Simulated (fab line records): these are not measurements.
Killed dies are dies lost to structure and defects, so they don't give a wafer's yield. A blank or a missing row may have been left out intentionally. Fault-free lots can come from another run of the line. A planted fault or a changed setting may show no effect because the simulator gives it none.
Split-lot trial	flow n5_finfet	39 wafers read across 7 lots, on a route 1938 steps long

ABOUT THE SPLIT
At N5_GATE_CUT_ETCH_58 (etches SiNx in CH3F/O2, target depth 17 nm, time 128.6 s), the setting source_w was moved away from the recipe's 415 W on 18 of the 39 wafers read, by -17.8% to +16.6%. All remaining wafers had this setting at the recipe value.

Reading taken at the split's own step.

THE READING
rf_vpp_V, in V, at N5_GATE_CUT_ETCH_58 (etches SiNx in CH3F/O2, target depth 17 nm, time 128.6 s). Fault-free wafers of this fab line usually give 99.1 V, standard deviation 1.1 V.

wafer	tool, chamber at the split	source_w as run, W	against the recipe	rf_vpp_V, V	against lot-mates on the recipe
L075.4	rie_diel-05, 1	415	recipe	99.6	-
L075.5	rie_diel-05, 1	415	recipe	98.7	-
L075.6	rie_diel-05, 0	415	recipe	98.2	-
L082.1	rie_diel-03, 1	415	recipe	100.8	-
L082.2	rie_diel-03, 0	415	recipe	99.1	-
L082.3	rie_diel-03, 3	353	-14.9%	105.2	+6.3
L082.4	rie_diel-03, 2	415	recipe	96.8	-
L082.5	rie_diel-03, 2	353	-14.9%	103.4	+4.5
L082.6	rie_diel-03, 3	353	-14.9%	106.2	+7.3
L083.1	rie_diel-04, 3	443.4	+6.8%	97.5	-1.8
L083.2	rie_diel-04, 2	415	recipe	97.7	-
L083.3	rie_diel-04, 0	415	recipe	100.7	-
L083.4	rie_diel-04, 1	415	recipe	99.5	-
L083.5	rie_diel-04, 2	443.4	+6.8%	96.4	-2.9
L083.6	rie_diel-04, 3	443.4	+6.8%	96.4	-2.9
L089.1	rie_diel-04, 2	484	+16.6%	94.7	-4.2
L089.2	rie_diel-04, 1	415	recipe	99.4	-
L089.3	rie_diel-04, 3	484	+16.6%	94.8	-4.1
L089.4	rie_diel-04, 0	484	+16.6%	95.0	-3.9
L089.5	rie_diel-04, 0	415	recipe	99.0	-
L089.6	rie_diel-04, 1	415	recipe	98.2	-
L090.1	rie_diel-03, 0	341	-17.8%	107.0	+9.0
L090.2	rie_diel-03, 2	415	recipe	97.0	-
L090.3	rie_diel-03, 3	415	recipe	99.4	-
L090.4	rie_diel-03, 1	341	-17.8%	106.6	+8.6
L090.5	rie_diel-03, 2	415	recipe	97.5	-
L090.6	rie_diel-03, 3	341	-17.8%	106.6	+8.6
L093.1	rie_diel-03, 2	448	+8.0%	94.0	-4.7
L093.2	rie_diel-03, 0	415	recipe	97.7	-
L093.3	rie_diel-03, 3	448	+8.0%	98.3	-0.4
L093.4	rie_diel-03, 1	415	recipe	100.0	-
L093.5	rie_diel-03, 3	415	recipe	98.5	-
L093.6	rie_diel-03, 0	448	+8.0%	97.0	-1.7
L097.1	rie_diel-03, 3	449.2	+8.2%	97.4	-1.2
L097.2	rie_diel-03, 0	415	recipe	99.9	-
L097.3	rie_diel-03, 1	449.2	+8.2%	95.4	-3.2
L097.4	rie_diel-03, 2	415	recipe	98.3	-
L097.5	rie_diel-03, 3	415	recipe	97.6	-
L097.6	rie_diel-03, 2	449.2	+8.2%	93.4	-5.2

FIT RESULTS
A straight line over all 39 wafers: rf_vpp_V changes by -0.364 V for each +1% of source_w; r = -0.92; the points scatter about the line by 1.3 V.
The same after taking each lot's own level away (the mean of its wafers on the recipe; 39 wafers): -0.38 V for each +1%; r = -0.93; scatter 1.4 V.
That fit puts the effect of the largest move of source_w on the reading at 6.8 V.
The span of the lots' own levels, 97.97 to 99.30 V, comes to 1.2 times the standard deviation stated above.
The two slopes are in agreement: the lot-to-lot level therefore moves the slope only a little.
Check: with one of the wafers moved furthest among these (-17.8%) left out of the fit, the line predicts +6.89 V for it against its lot-mates. Against them it came out at +9.03 V.
Tool readings at the split's step, against how far the setting was moved: rf_vpp_V r = -0.92.

THESE WAFERS: OTHER SPLITS
Note: prior to the reading, these wafers also went through further splits. Each is held against what the fit with the lots' levels taken away leaves over:
other split on the same wafers	wafers away from the commonest value	r with rf_vpp_V (lot level and that fit taken away)
N5_DUMMY_GATE_EXPOSE_12 dose_mj	15	-0.06
N5_DUMMY_GATE_ETCH_37 source_w	12	+0.00
N5_DUMMY_GATE_ETCH_32 time_s	18	+0.02
N5_HKMG_FIN_ETCH_32 target_depth_a	15	-0.03

FILE'S OWN FIT
rf_vpp_V changes by -0.378 V for each +1% of source_w, r = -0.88.
